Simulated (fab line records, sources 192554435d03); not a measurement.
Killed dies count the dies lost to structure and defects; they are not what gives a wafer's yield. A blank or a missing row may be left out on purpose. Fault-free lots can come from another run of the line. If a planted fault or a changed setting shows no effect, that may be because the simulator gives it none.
Comparing a struck lot with a sound one | flow n5_finfet | 14 steps out of a route of 1938
Sound: these wafers, L493.3, L493.4, L493.6. Struck: wafer L490.6. (L490.1, L490.3 of the same lot were not struck and are left out.) The cause comes at the end.
Per side, at each step with rows, come the tool, then ch with its chambers, and then its first start. Under that, the readings that differ: sound wafers | struck wafers | difference of the means | sigmas: that difference in standard deviations of wafers without a fault.
alike: readings whose means differ by less than 2 such deviations, and words and numbers that are the same on both sides. not compared: withheld readings, readings that some wafer has no value for, bounds like >300 that may hide the same value, and numbers for which the record gives no deviation and whose values overlap.
The two part at a step that has a row with sigmas, a row that says differs or no value, or rows on one side only. Non-overlapping numbers with no deviation appear without sigmas and do not part them. Lack of a reading on every wafer of one side parts them only where that side has two or more wafers.

first, 2 steps without rows for these wafers: N5_BEOL_M8_TRENCH_ETCH_37 (etches SiCOH lowk in C4F6/O2, target depth 93.478 nm, time 31.2 s); N5_BEOL_M8_ETCH_41 (etches SiCN in CH3F/O2, target depth 31.9 nm, time 57.8 s).
N5_BEOL_M8_STRIP_80: strips in N2/H2, time 10 s.
  sound: rie_diel-05 ch 0,2,3; struck: rie_diel-01 ch 0
  reading                     | sound          | struck | difference | sigmas
  drypump_motor_current_A (A) | 5.30 5.87 5.82 | 6.23   | +0.57      | +2
  rf_vpp_V (V)                | 59.0 61.3 58.7 | 57.6   | -2.1       | -2
  alike: h2_flow_sccm, oes_product_au, showerhead_plenum_p_Torr, throttle_valve_pct
  not compared: rf_hours_counter_h
N5_BEOL_M8_OCD_MEAS_38:
  sound on ocd-01, day 13 07:43; struck on ocd-02, day 12 08:34
  alike: trench_depth_nm
then, 4 steps without rows for these wafers: N5_BEOL_M8_HM_STRIP_39 (strips TiN in peroxide tin strip, target depth 25 nm, time 158 s); N5_BEOL_M8_SRD_40 (time 30 s); N5_BEOL_M8_PRECLEAN_42 (cleans in residue remover, time 60 s); N5_BEOL_M8_SRD_43 (time 30 s).
N5_BEOL_M8_CD_MEAS_35 targets a cd of 40 nm.
  sound on cd_sem-02, day 13 07:52; struck on cd_sem-03, day 12 08:43
  alike: cd_nm
N5_BEOL_M8_CURE_75: cures SiCOH lowk, time 120 s.
  sound on uv_cure-03 ch 2, day 13 08:01; struck on uv_cure-03 ch 1, day 12 09:04
  reading            | sound             | struck | difference | sigmas
  lamp_power_pct (%) | 52.30 52.37 52.34 | 52.14  | -0.20      | -3
  alike: wafer_temp_C_max
N5_BEOL_M8_DEGAS_44: time 60 s.
  sound on pvd_sputter-03, day 13 08:50; struck on pvd_sputter-01, day 12 09:43
  alike: heater_power_w
N5_BEOL_M8_PRE_CLEAN_45: time 30 s.
  sound on pvd_sputter-03, day 13 08:53; struck on pvd_sputter-01, day 12 09:45
  alike: heater_power_w
N5_BEOL_M8_ALD_77: deposits TaN, target thk 2 nm, pulse time 2 s, purge time 3 s.
  sound on ald_metal-01 ch 0,1, day 13 08:56; struck on ald_metal-02 ch 2, day 12 10:02
  reading          | sound | struck | difference | sigmas
  purge_time_s (s) | 3 3 3 | 2.8058 | -0.1942    |
  alike: heater_power_w
N5_BEOL_M8_SURFACE_TREAT_79:
  sound on pvd_sputter-03, day 13 09:17; struck on pvd_sputter-01, day 12 10:27
  not compared: pressure_mtorr, throttle_valve_pct

WHERE THEY PART
Last at N5_BEOL_M8_CURE_75 as far as this record goes, first at N5_BEOL_M8_STRIP_80. Later steps at which nothing parts them and some readings are alike: N5_BEOL_M8_DEGAS_44, N5_BEOL_M8_PRE_CLEAN_45, N5_BEOL_M8_ALD_77.

WHY: what the simulator had put in
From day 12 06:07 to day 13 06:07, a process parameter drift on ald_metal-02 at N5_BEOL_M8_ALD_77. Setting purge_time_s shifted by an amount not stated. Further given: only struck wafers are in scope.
